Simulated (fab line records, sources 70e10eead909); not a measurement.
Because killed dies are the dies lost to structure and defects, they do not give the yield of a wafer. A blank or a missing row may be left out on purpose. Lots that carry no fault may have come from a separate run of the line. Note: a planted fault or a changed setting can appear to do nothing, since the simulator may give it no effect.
Which tool did it?	flow nand-harc	12 lots with 36 wafers sampled at 4 steps, on a route of 1302 steps

## WHAT THE GAUGES SHOWED, per wafer
The record lacks any reading of a measuring or inspecting step that a usual standard deviation could be used to judge.

## EACH LOT AND THE TOOL THAT RAN IT (in order: tool; ch and the chambers of the sampled wafers; start)
lot	NHARC_A_CHANNEL_HOLE_D1_XSEM_31	NHARC_A_CHANNEL_FILL_D1_ETCHBACK_19	NHARC_A_CHANNEL_FILL_D1_ETCHBACK_20	NHARC_A_CHANNEL_FILL_D1_STRIP_29
L101	xsem-01 ch 0, day 8 21:55	rie-si-03 ch 0,1,2, day 9 22:36	rie-diel-01 ch 0,2, day 9 22:43	rie-diel-01 ch 0,3, no start
L102	xsem-02 ch 0, day 9 00:37	rie-si-01 ch 0,1, day 9 22:35	rie-diel-03 ch 0,1,2, day 9 22:43	rie-diel-11 ch 0,3, no start
L103	xsem-01 ch 0, day 9 16:01	rie-si-05 ch 0,2,3, day 10 16:40	rie-diel-01 ch 0,1,3, day 10 16:47	rie-diel-01 ch 1,2, no start
L104	xsem-01 ch 0, day 10 00:22	rie-si-01 ch 0,2,3, day 11 03:20	rie-diel-03 ch 0,1,3, day 11 03:29	rie-diel-01 ch 2,3, no start
L105	xsem-01 ch 0, day 10 17:14	rie-si-01 ch 1,2,3, day 11 20:22	rie-diel-03 ch 1,2,3, day 11 20:31	rie-diel-03 ch 1,3, no start
L108	xsem-02 ch 0, day 11 19:10	rie-si-03 ch 1,2,3, day 12 22:56	rie-diel-01 ch 0,1,2, day 12 23:04	rie-diel-11 ch 0,1,2, no start
L110	xsem-02 ch 0, day 12 10:52	rie-si-05 ch 0,2,3, day 13 12:41	rie-diel-03 ch 0,1,2, day 13 12:49	rie-diel-01 ch 0,2,3, no start
L117	xsem-01 ch 0, day 15 09:23	rie-si-03 ch 0,1,2, day 16 11:49	rie-diel-03 ch 0,2,3, day 16 11:56	rie-diel-03 ch 2,3, no start
L118	xsem-02 ch 0, day 15 20:47	rie-si-03 ch 0,2, day 17 00:14	rie-diel-11 ch 1,2,3, day 17 00:22	rie-diel-11 ch 1,2,3, no start
L120	xsem-02 ch 0, day 17 16:25	rie-si-05 ch 2,3, day 18 16:26	rie-diel-01 ch 2,3, day 18 16:34	rie-diel-03 ch 0,1,2, no start
L122	xsem-01 ch 0, day 17 19:58	rie-si-03 ch 1,2, day 18 20:49	rie-diel-11 ch 2,3, day 18 20:56	rie-diel-11 ch 0,2,3, no start
L123	xsem-01 ch 0, day 18 08:07	rie-si-01 ch 0,1, day 19 06:44	rie-diel-11 ch 1,2, day 19 06:51	rie-diel-03 ch 0,1, no start
- NHARC_A_CHANNEL_HOLE_D1_XSEM_31
- NHARC_A_CHANNEL_FILL_D1_ETCHBACK_19: etches the open film in HBr/Cl2, target depth 5 nm, time 1.7 s.
- NHARC_A_CHANNEL_FILL_D1_ETCHBACK_20: etches the open film in C4F8/O2/Ar, target depth 27 nm, time 13.5 s.
- NHARC_A_CHANNEL_FILL_D1_STRIP_29: strips in O2, time 20 s.

## WHAT THE TOOLS THEMSELVES READ (means of the sampled wafers that have a number; where no wafer has one, the mark that the record gives instead)
NHARC_A_CHANNEL_HOLE_D1_XSEM_31. Usual: bot-cd-nm 75.4 nm, standard deviation 1.9; bow-nm 8.63 nm, standard deviation 0.23; tilt-deg 0.08 degrees, standard deviation 0.034.
lot	tool	bot-cd-nm (nm)	bow-nm (nm)	tilt-deg (degrees)	flag
L101	xsem-01	76.1	8.81	0.07	
L102	xsem-02	76.3	8.51	0.14	
L103	xsem-01	71.7	8.35	0.09	
L104	xsem-01	75.9	8.44	0.11	
L105	xsem-01	76.2	8.78	0.07	
L108	xsem-02	73.5	8.39	0.08	
L110	xsem-02	76.8	8.75	0.07	
L117	xsem-01	76.1	8.50	0.07	
L118	xsem-02	75.9	8.87	0.12	
L120	xsem-02	74.3	8.35	0.10	
L122	xsem-01	73.4	8.78	0.03	
L123	xsem-01	77.8	8.32	0.06	

NHARC_A_CHANNEL_FILL_D1_ETCHBACK_19. Usual: drypump-motor-current-A 5.7 A, standard deviation 0.52; he-backside-leak-sccm 2.7 sccm, standard deviation 0.3; oes-product-au 1.000 a.u., standard deviation 0.013; rf-fwd-power-W 389.9 W, standard deviation 1.2; throttle-valve-pct 26.405 %, standard deviation 0.0095.
lot	tool	drypump-motor-current-A (A)	he-backside-leak-sccm (sccm)	oes-product-au (a.u.)	rf-fwd-power-W (W)	throttle-valve-pct (%)	flag
L101	rie-si-03	5.7	2.6	1.006	390.1	26.398	
L102	rie-si-01	6.3	2.9	1.007	389.8	26.420	
L103	rie-si-05	5.7	2.5	1.007	390.5	26.400	
L104	rie-si-01	5.8	2.5	1.001	388.6	26.409	
L105	rie-si-01	6.0	2.7	0.996	389.2	26.402	
L108	rie-si-03	5.2	2.7	0.993	391.3	26.405	
L110	rie-si-05	5.7	2.5	1.008	390.4	26.404	
L117	rie-si-03	5.7	2.7	0.997	389.1	26.406	
L118	rie-si-03	5.6	2.6	1.004	390.0	26.395	
L120	rie-si-05	5.8	2.5	0.994	390.9	26.401	
L122	rie-si-03	5.4	2.6	1.002	390.7	26.412	
L123	rie-si-01	6.3	2.5	1.001	390.9	26.410	

NHARC_A_CHANNEL_FILL_D1_ETCHBACK_20. Usual: oes-product-au 0.96 a.u., standard deviation 0.038; rf-fwd-power-W 586.5 W, standard deviation 2.6; rf-vpp-V 979 V, standard deviation 5.6.
lot	tool	oes-product-au (a.u.)	rf-fwd-power-W (W)	rf-vpp-V (V)	flag
L101	rie-diel-01	1.01	587.7	978	
L102	rie-diel-03	0.93	586.8	979	
L103	rie-diel-01	1.00	585.4	977	
L104	rie-diel-03	0.92	586.4	982	
L105	rie-diel-03	0.93	585.7	981	
L108	rie-diel-01	0.92	587.3	980	
L110	rie-diel-03	1.00	588.9	980	
L117	rie-diel-03	1.01	618.4	984	OFF
L118	rie-diel-11	0.91	587.1	980	
L120	rie-diel-01	1.00	584.0	972	
L122	rie-diel-11	0.91	585.3	984	
L123	rie-diel-11	0.92	589.1	977	

NHARC_A_CHANNEL_FILL_D1_STRIP_29. Usual: drypump-motor-current-A 5.7 A, standard deviation 0.31; oes-product-au 0.996 a.u., standard deviation 0.012; rf-vpp-V 57.9 V, standard deviation 0.9; showerhead-plenum-p-Torr 3.56 Torr, standard deviation 0.14; throttle-valve-pct 17.036 %, standard deviation 0.0081.
lot	tool	drypump-motor-current-A (A)	oes-product-au (a.u.)	rf-vpp-V (V)	showerhead-plenum-p-Torr (Torr)	throttle-valve-pct (%)	flag
L101	rie-diel-01	5.4	1.011	57.3	3.43	17.040	
L102	rie-diel-11	5.8	1.000	58.4	3.53	17.038	
L103	rie-diel-01	5.8	0.999	57.7	3.68	17.037	
L104	rie-diel-01	5.9	1.005	57.0	3.40	17.033	
L105	rie-diel-03	5.7	0.999	57.9	3.68	17.042	
L108	rie-diel-11	6.0	0.989	57.1	3.48	17.029	
L110	rie-diel-01	5.6	1.005	58.1	3.45	17.042	
L117	rie-diel-03	5.9	0.994	57.8	3.71	17.037	
L118	rie-diel-11	5.8	0.981	57.9	3.58	17.034	
L120	rie-diel-03	5.7	0.992	58.2	3.56	17.040	
L122	rie-diel-11	5.8	0.996	59.0	3.55	17.030	
L123	rie-diel-03	5.4	0.989	57.6	3.53	17.035	

## THE ANSWER, worked out from the rows above alone
Rule: a lot is off if the mean of its wafers that have a number lies more than 3 standard deviations from the usual mean. A lot without any number at a reading at which 4 lots or more have one is off too. All remaining lots with rows at the step are treated as sound. First the gauges in route order, then the tools' own readings, where a lot's mean is used as printed above. At the first step where some lot is off, the reading lying furthest off is the one used; lots without a number count as furthest.
Off: L117 (NHARC_A_CHANNEL_FILL_D1_ETCHBACK_20, rf-fwd-power-W).
If a tool, at that step or one of the process steps before it, ran each lot that is off and ran no sound lot following the first of them, it fits. One fits: NHARC_A_CHANNEL_FILL_D1_ETCHBACK_20 on rie-diel-03. Its last sound lot is L110 (day 13 12:49), its first lot that is off L117 (day 16 11:56): a fault that began between those two fits.
The tool's own readings at NHARC_A_CHANNEL_FILL_D1_ETCHBACK_20 bear it out: on the lots that are off they differ by more than 5 times the standard deviation of the sound lots' means. rf-fwd-power-W reads 618.4 W there against 586.7 W on the sound lots.

## WHAT THE SIMULATOR PUT IN
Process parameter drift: rie-diel-03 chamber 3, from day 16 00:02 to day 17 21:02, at NHARC_A_CHANNEL_FILL_D1_ETCHBACK_20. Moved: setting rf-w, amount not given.
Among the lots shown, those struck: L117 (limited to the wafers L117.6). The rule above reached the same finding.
